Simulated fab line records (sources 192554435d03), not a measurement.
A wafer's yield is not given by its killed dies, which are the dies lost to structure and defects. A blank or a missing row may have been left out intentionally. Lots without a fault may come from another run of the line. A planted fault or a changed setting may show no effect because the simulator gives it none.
Split-lot trial    flow n5_finfet    on a route of 1938 steps: 7 lots, 21 wafers read

## ABOUT THE SPLIT
At N5_BEOL_M11_ILD_DEP_00 (deposits SiCOH lowk from DEMS/porogen, target thk 308.51 nm, time 58 s), the setting time_s was moved away from the recipe's 58 s on 10 of the 21 wafers read, by -12.5% to +12.7%. This setting was run at the recipe's value on the other wafers.

## BETWEEN THE SPLIT AND THE READING: the file shows 1 step in between
- N5_BEOL_M11_CURE_71: cures SiCOH lowk, time 240 s

## THE READING
At N5_BEOL_M11_THK_MEAS_01: M11_ILD_THK, given in nm. Typical for fault-free wafers on this fab line: 268 nm, with standard deviation 3.3 nm.

wafer   tool, chamber at the split  time_s as run, s  against the recipe  M11_ILD_THK, nm  against lot-mates on the recipe
L079.1  pecvd-03, 1                 58                recipe              266              -
L079.5  pecvd-03, 2                 58                recipe              265              -
L079.6  pecvd-03, 1                 52.87             -8.8%               243              -22
L084.4  pecvd-01, 2                 61.5              +6.0%               287              +18
L084.5  pecvd-01, 1                 58                recipe              269              -
L084.6  pecvd-01, 0                 58                recipe              270              -
L087.2  pecvd-03, 2                 62.64             +8.0%               288              +16
L087.4  pecvd-03, 2                 58                recipe              272              -
L087.5  pecvd-03, 0                 58                recipe              273              -
L089.1  pecvd-04, 2                 65.38             +12.7%              298              +32
L089.3  pecvd-04, 1                 58                recipe              266              -
L089.6  pecvd-04, 0                 65.38             +12.7%              304              +38
L091.3  pecvd-04, 0                 50.74             -12.5%              230              no lot-mate on the recipe
L091.4  pecvd-04, 0                 50.74             -12.5%              230              no lot-mate on the recipe
L091.6  pecvd-04, 2                 50.74             -12.5%              230              no lot-mate on the recipe
L093.3  pecvd-01, 0                 53.24             -8.2%               249              -24
L093.5  pecvd-01, 0                 53.24             -8.2%               250              -23
L093.6  pecvd-01, 1                 58                recipe              273              -
L092.2  pecvd-03, 1                 58                recipe              268              -
L092.4  pecvd-03, 0                 58                recipe              275              -
L092.6  pecvd-03, 1                 58                recipe              273              -

THE FIT
A straight line over all 21 wafers: M11_ILD_THK changes by +2.79 nm for each +1% of time_s; r = +0.98; the points scatter about the line by 3.7 nm.
The same after taking each lot's own level away (the mean of its wafers on the recipe; 18 wafers): +2.68 nm for each +1%; r = +0.99; scatter 2.4 nm.
Per that fit: largest time_s move, reading shift of 34 nm.
Measured against the standard deviation above, the lots' own levels, which go from 265.5 to 273.0 nm, span 2.3 times it.
The two slopes are in agreement: the lot-to-lot level therefore moves the slope only a little.
Check: for one of the wafers moved furthest among these (+12.7%), held out of the fit, the line's prediction against its lot-mates is +34.6 nm. Against them it came out at +32 nm.

## THE WHOLE CHAIN: every reading that the file lists as answering this split, in the file's order
step                     what it does                                                            reading                                                                                    change (the file's fit)               r (the file's)
N5_BEOL_M11_ILD_DEP_00   deposits SiCOH lowk from DEMS/porogen, target thk 308.51 nm, time 58 s  SiCOH_lowk_of_BEOL_M11_ILD_DEP_00.thk_nm (the simulator's own value, which no gauge read)  +2.96 nm for each +1% of the setting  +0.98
N5_BEOL_M11_CURE_71      cures SiCOH lowk, time 240 s                                            SiCOH_lowk_of_BEOL_M11_ILD_DEP_00.thk_nm (the simulator's own value, which no gauge read)  +2.62 nm for each +1% of the setting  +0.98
N5_BEOL_M11_THK_MEAS_01                                                                          M11_ILD_THK                                                                                +2.62 for each +1% of the setting     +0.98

## THE FILE'S OWN FIT
M11_ILD_THK changes by +2.62 nm for each +1% of time_s, r = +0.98.
